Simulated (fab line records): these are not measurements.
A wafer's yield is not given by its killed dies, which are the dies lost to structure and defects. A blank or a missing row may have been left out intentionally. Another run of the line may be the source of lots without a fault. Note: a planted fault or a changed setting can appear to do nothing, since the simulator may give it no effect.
Which of the tools did it?    flow nandHarc    40 wafers from 14 lots sampled at 5 of the route's 1302 steps

== WHAT THE GAUGES READ, wafer by wafer ==
NHARC_END_SORT_01.
lot   measured      on         defectLimitedYield (%)  killedAtArray  killedAtOther  killedAtPeriphery  killedDies  killedOpen  killedShort
L191  day 29 08:59  prober-02  88 90 92                75 56 47       1 1 0          6 10 8             82 67 55    3 0 3       5 3 2
L192  day 28 18:43  prober-02  94 92 94                33 47 42       2 3 1          5 4 1              40 54 44    3 3 1       1 0 4
L194  day 30 08:47  prober-02  89 89 88                69 69 77       0 0 0          5 3 5              74 72 82    1 2 2       2 1 1
L205  day 34 02:24  prober-01  88 90 90                75 68 65       0 0 1          3 0 3              78 68 69    5 3 2       1 1 2

== WHAT TOOL EACH LOT RAN ON (gives the tool, then ch and the chambers of the sampled wafers, and finally the start) ==
lot   NHARC_P_M1_ETCH_35                 NHARC_P_M1_ETCH_15                            NHARC_P_M1_DEGAS_29          NHARC_P_M1_ANNEAL_31
L182  rieDiel-08 ch 0,2, day 6 02:08     rieDiel-08 ch 0,1,2, day 6 03:08 or earlier   pvdSputter-03, day 6 03:08   rtpAnneal-02 ch 0, day 6 03:54
L184  rieDiel-08 ch 0,1,2, day 6 23:08   rieDiel-08 ch 1,2,3, day 7 00:07 or earlier   pvdSputter-03, day 7 00:07   rtpAnneal-01 ch 0, day 7 00:51
L186  rieDiel-08 ch 0,1,2, day 7 22:05   rieDiel-08 ch 1,2, day 7 23:01 or earlier     pvdSputter-01, day 7 23:01   rtpAnneal-02 ch 0, day 7 23:47
L191  rieDiel-12 ch 1,2, day 10 07:37    rieDiel-12 ch 0,2, day 10 08:34 or earlier    pvdSputter-01, day 10 08:34  rtpAnneal-01 ch 0, day 10 09:52
L192  rieDiel-08 ch 0,1,3, day 10 16:32  rieDiel-08 ch 2,3, day 10 17:28 or earlier    pvdSputter-02, day 10 17:28  rtpAnneal-01 ch 0, day 10 18:20
L193  rieDiel-02 ch 0,2,3, day 11 01:07  rieDiel-02 ch 0,1,3, day 11 02:06 or earlier  pvdSputter-03, day 11 02:06  rtpAnneal-02 ch 0, day 11 02:51
L194  rieDiel-08 ch 0,2,3, day 11 07:41  rieDiel-08 ch 0,1, day 11 08:41 or earlier    pvdSputter-03, day 11 08:41  rtpAnneal-01 ch 0, day 11 09:28
L196  rieDiel-02 ch 0,2,3, day 12 11:38  rieDiel-02 ch 1,2,3, day 12 12:34 or earlier  pvdSputter-03, day 12 12:34  rtpAnneal-01 ch 0, day 12 13:18
L195  rieDiel-08 ch 0,3, day 12 12:10    rieDiel-08 ch 0,3, day 12 13:06 or earlier    pvdSputter-01, day 12 13:06  rtpAnneal-02 ch 0, day 12 13:56
L197  rieDiel-08 ch 1,2,3, day 12 13:36  rieDiel-08 ch 0,1,3, day 12 14:32 or earlier  pvdSputter-01, day 12 14:32  rtpAnneal-02 ch 0, day 12 15:25
L198  rieDiel-08 ch 0,1, day 12 22:19    rieDiel-08 ch 2,3, day 12 23:15 or earlier    pvdSputter-03, day 12 23:15  rtpAnneal-01 ch 0, day 12 23:59
L201  rieDiel-02 ch 0,1,2, day 14 09:38  rieDiel-02 ch 1,2, day 14 11:03 or earlier    pvdSputter-01, day 14 11:03  rtpAnneal-01 ch 0, day 14 11:51
L204  rieDiel-02 ch 0,3, day 15 15:27    rieDiel-02 ch 0,1, day 15 16:23 or earlier    pvdSputter-02, day 15 16:23  rtpAnneal-02 ch 0, day 15 17:16
L205  rieDiel-12 ch 2,3, day 15 23:55    rieDiel-12 ch 1,2, day 16 00:52 or earlier    pvdSputter-01, day 16 00:52  rtpAnneal-02 ch 0, day 16 01:45
- NHARC_P_M1_ETCH_35: etches the open film in N2/H2, target depth 40 nm, overetch 12 nm, time 43.94 s.
- NHARC_P_M1_ETCH_15: etches the open film in C4F8/Ar, target depth 182.5 nm, time 91.2 s.
- NHARC_P_M1_DEGAS_29: time 60 s.
- NHARC_P_M1_ANNEAL_31: time 90 s.

== WHAT THE TOOLS THEMSELVES READ (means of the sampled wafers that have a number; where no wafer has one, the mark that the record gives instead) ==
NHARC_P_M1_ETCH_35.
lot   tool        drypumpMotorCurrentA (A)  oesProductAu (a.u.)  rfVppV (V)  runLengthS (s)  showerheadPlenumPTorr (Torr)  throttleValvePct (%)
L182  rieDiel-08  5.6                       0.996                429.4       65.0            2.03                          14.166
L184  rieDiel-08  5.5                       0.999                429.3       65.2            1.99                          14.169
L186  rieDiel-08  5.5                       1.003                428.4       65.2            1.99                          14.171
L191  rieDiel-12  5.3                       1.014                429.0       65.6            1.95                          14.168
L192  rieDiel-08  5.6                       1.002                428.6       65.0            1.96                          14.165
L193  rieDiel-02  5.5                       0.993                429.3       65.3            1.98                          14.179
L194  rieDiel-08  5.8                       1.001                430.3       65.1            2.01                          14.174
L196  rieDiel-02  5.5                       0.989                428.7       65.3            1.98                          14.165
L195  rieDiel-08  5.8                       1.000                429.1       60.0            1.98                          14.184
L197  rieDiel-08  5.8                       0.998                429.0       57.6            1.98                          14.167
L198  rieDiel-08  5.3                       0.990                428.4       59.7            1.95                          14.181
L201  rieDiel-02  5.5                       1.000                429.4       65.7            1.99                          14.171
L204  rieDiel-02  5.2                       1.017                428.2       65.4            1.96                          14.167
L205  rieDiel-12  5.8                       0.995                431.1       65.2            2.08                          14.169

NHARC_P_M1_ETCH_15.
lot   tool        oesProductAu (a.u.)  rfVppV (V)  runLengthS (s)
L182  rieDiel-08  0.918                440.0       112.2
L184  rieDiel-08  0.915                439.0       112.5
L186  rieDiel-08  0.915                439.1       112.3
L191  rieDiel-12  0.920                440.4       112.2
L192  rieDiel-08  0.965                439.5       112.3
L193  rieDiel-02  0.972                441.7       112.8
L194  rieDiel-08  0.975                439.0       112.4
L196  rieDiel-02  0.919                440.6       112.6
L195  rieDiel-08  0.932                439.5       112.8
L197  rieDiel-08  0.968                439.5       112.4
L198  rieDiel-08  0.977                440.6       112.3
L201  rieDiel-02  0.988                441.0       112.9
L204  rieDiel-02  0.955                438.8       112.8
L205  rieDiel-12  0.971                437.1       112.5

NHARC_P_M1_DEGAS_29.
lot   tool           heaterPowerW (W)
L182  pvdSputter-03  319
L184  pvdSputter-03  313
L186  pvdSputter-01  308
L191  pvdSputter-01  312
L192  pvdSputter-02  336
L193  pvdSputter-03  327
L194  pvdSputter-03  309
L196  pvdSputter-03  309
L195  pvdSputter-01  304
L197  pvdSputter-01  317
L198  pvdSputter-03  304
L201  pvdSputter-01  323
L204  pvdSputter-02  336
L205  pvdSputter-01  304

NHARC_P_M1_ANNEAL_31.
lot   tool          annealTempCMax  wafer_temp_C_max
L182  rtpAnneal-02  226.7           226.4
L184  rtpAnneal-01  226.3           225.4
L186  rtpAnneal-02  226.5           226.3
L191  rtpAnneal-01  225.9           225.6
L192  rtpAnneal-01  226.1           225.6
L193  rtpAnneal-02  226.4           226.0
L194  rtpAnneal-01  226.2           225.9
L196  rtpAnneal-01  226.2           225.9
L195  rtpAnneal-02  226.3           226.1
L197  rtpAnneal-02  226.5           226.3
L198  rtpAnneal-01  226.4           225.6
L201  rtpAnneal-01  226.0           225.8
L204  rtpAnneal-02  226.4           225.9
L205  rtpAnneal-02  226.5           226.4

== THE ANSWER, worked out from the rows above alone ==
Rule: usual is defined by the lots themselves. The widest of any qualifying gaps counts: lots, ordered by their means at a reading, are off when they make up no more than a third of the lots, leave a main group of 4 or more, and stand apart from it by 3 or more times the standard deviation of that group's means. If all means in a main group match to the digits the tables above print for the reading, that group is not used. Also off: a lot with no number at a reading for which 4 or more lots have one. Any other lot the step has rows for is counted as sound. After the gauges, taken in route order, come the tools' own readings; for these a lot's mean is taken, as printed above. The first step at which some lot is off is used, and at that step the reading that is off furthest; a lot without a number counts as furthest.
Off, at NHARC_P_M1_ETCH_35 on runLengthS: L195, L197, L198. The main group has a mean of 65.3 s with a standard deviation of 0.21.
A tool fits if, at that step or a process step before it, it ran every lot that is off, and no sound lot after the first of them. One fits: NHARC_P_M1_ETCH_35 on rieDiel-08. A fault onset in the window from L194 (day 11 07:41, its last sound lot) to L195 (day 12 12:10, its first lot off) fits.
The tool's own readings at NHARC_P_M1_ETCH_35 bear it out: on the lots that are off they differ by more than 5 times the standard deviation of the sound lots' means. runLengthS reads 59.1 s there against 65.3 s on the sound lots.

== WHAT WAS PUT IN BY THE SIMULATOR ==
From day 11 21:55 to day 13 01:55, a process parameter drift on rieDiel-08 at NHARC_P_M1_ETCH_35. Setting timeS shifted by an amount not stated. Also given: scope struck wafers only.
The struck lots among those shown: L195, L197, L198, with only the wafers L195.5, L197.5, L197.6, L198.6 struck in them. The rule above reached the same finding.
